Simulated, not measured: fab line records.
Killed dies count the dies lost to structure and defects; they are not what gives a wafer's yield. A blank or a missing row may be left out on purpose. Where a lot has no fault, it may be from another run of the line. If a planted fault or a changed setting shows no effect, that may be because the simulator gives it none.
Matching of chambers | flow n5-finfet | pecvd-01 running N5_BEOL_M9_DEP_56: 3 sister chambers
The step deposits SiCN from 3MS/NH3, target thk 15 nm, time 26.5 s. 6 wafers are shown with their chamber, then 11 later ones without.

== WAFERS WITH THEIR CHAMBER ==
wafer  | chamber | showerhead-vpp-V (V) | throttle-valve-pct (%)
L082.1 | 2       | 881                  | 9.1
L082.4 | 1       | 854                  | 9.0
L089.2 | 0       | 833                  | 9.0
L089.4 | 1       | 863                  | 8.7
L089.5 | 2       | 892                  | 9.0
L091.3 | 0       | 842                  | 9.1

== WAFERS MISSING THEIR CHAMBER ==
wafer  | showerhead-vpp-V (V) | throttle-valve-pct (%)
L091.5 | 889                  | 9.2
L091.6 | 834                  | 9.3
L092.1 | 859                  | 8.6
L092.2 | 842                  | 9.0
L092.3 | 903                  | 9.2
L095.1 | 845                  | 9.1
L095.3 | 905                  | 9.4
L095.6 | 821                  | 8.8
L097.1 | 868                  | 8.7
L097.3 | 841                  | 9.1
L097.6 | 840                  | 9.0

== THE CHAMBER EACH PASSED THROUGH ==
wafer  | from the rows above     | in truth
L091.5 | 2                       | 2
L091.6 | 0                       | 0
L092.1 | 1                       | 1
L092.2 | can't be placed: 0 or 1 | 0
L092.3 | 2                       | 2
L095.1 | can't be placed: 0 or 1 | 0
L095.3 | 2                       | 2
L095.6 | 0                       | 0
L097.1 | can't be placed: 1 or 2 | 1
L097.3 | 0                       | 0
L097.6 | 0                       | 0
Placed correctly: 8 of 11. Not placeable from these rows: 3 (in 3, the candidates include the true chamber). Placed wrongly: 0.
How it was worked out, from the rows above alone: a wafer's distance from a chamber is the root of the sum, over the readings, of the square of ((its reading less the chamber's mean) divided by the reading's scatter). If the next closest chamber is less than 2 further off than the closest, the wafer can't be placed; otherwise it belongs to the closest. Each chamber's mean is taken over the wafers shown for it. The scatter: take each reading less its chamber's mean, square it, sum over the shown wafers, divide by the number of wafers less the number of chambers, and take the root.
